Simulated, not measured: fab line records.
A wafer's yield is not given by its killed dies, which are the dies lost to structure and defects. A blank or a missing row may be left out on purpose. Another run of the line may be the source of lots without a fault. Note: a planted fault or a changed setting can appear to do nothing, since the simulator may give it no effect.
Matching of chambers    flow nandHarc    NHARC_P_M1_STRIP_18 on rieDiel-08: 4 sister chambers
The step strips in N2/H2. 8 wafers are shown with their chamber, then 9 later ones without.

== WAFERS, EACH WITH ITS CHAMBER ==
wafer   chamber  showerheadPlenumPTorr (Torr)  drypumpMotorCurrentA (A)
L079.6  2        2.06                          5.7
L085.2  0        1.98                          5.3
L090.1  3        1.98                          6.1
L090.3  1        1.92                          5.4
L090.6  0        1.98                          5.3
L092.3  2        2.05                          5.7
L092.4  1        1.92                          5.4
L092.6  3        1.98                          6.2

== WAFERS WITHOUT THEIR CHAMBER ==
wafer   showerheadPlenumPTorr (Torr)  drypumpMotorCurrentA (A)
L093.2  1.92                          5.4
L093.4  1.98                          6.2
L093.5  2.05                          5.7
L095.2  2.05                          5.8
L095.3  1.98                          6.2
L095.4  2.05                          5.7
L096.4  1.98                          6.2
L096.5  1.92                          5.4
L096.6  1.98                          5.4

== EACH ONE'S CHAMBER ==
wafer   from the rows above  in truth
L093.2  1                    1
L093.4  3                    3
L093.5  2                    2
L095.2  2                    2
L095.3  3                    3
L095.4  2                    2
L096.4  3                    3
L096.5  1                    1
L096.6  0                    0
Correctly placed: 9 of 9. Number that these rows cannot place: 0. Number placed wrongly: 0.
How it was worked out, from the rows above alone: a wafer's distance from a chamber is the root of the sum, over the readings, of the square of ((its reading less the chamber's mean) divided by the reading's scatter). If the next closest chamber is less than 2 further off than the closest, the wafer can't be placed; otherwise it belongs to the closest. Each chamber's mean is taken over the wafers shown for it. The scatter: the root of (the sum of the squares of (reading less its chamber's mean) over the shown wafers, divided by (wafers less chambers)).
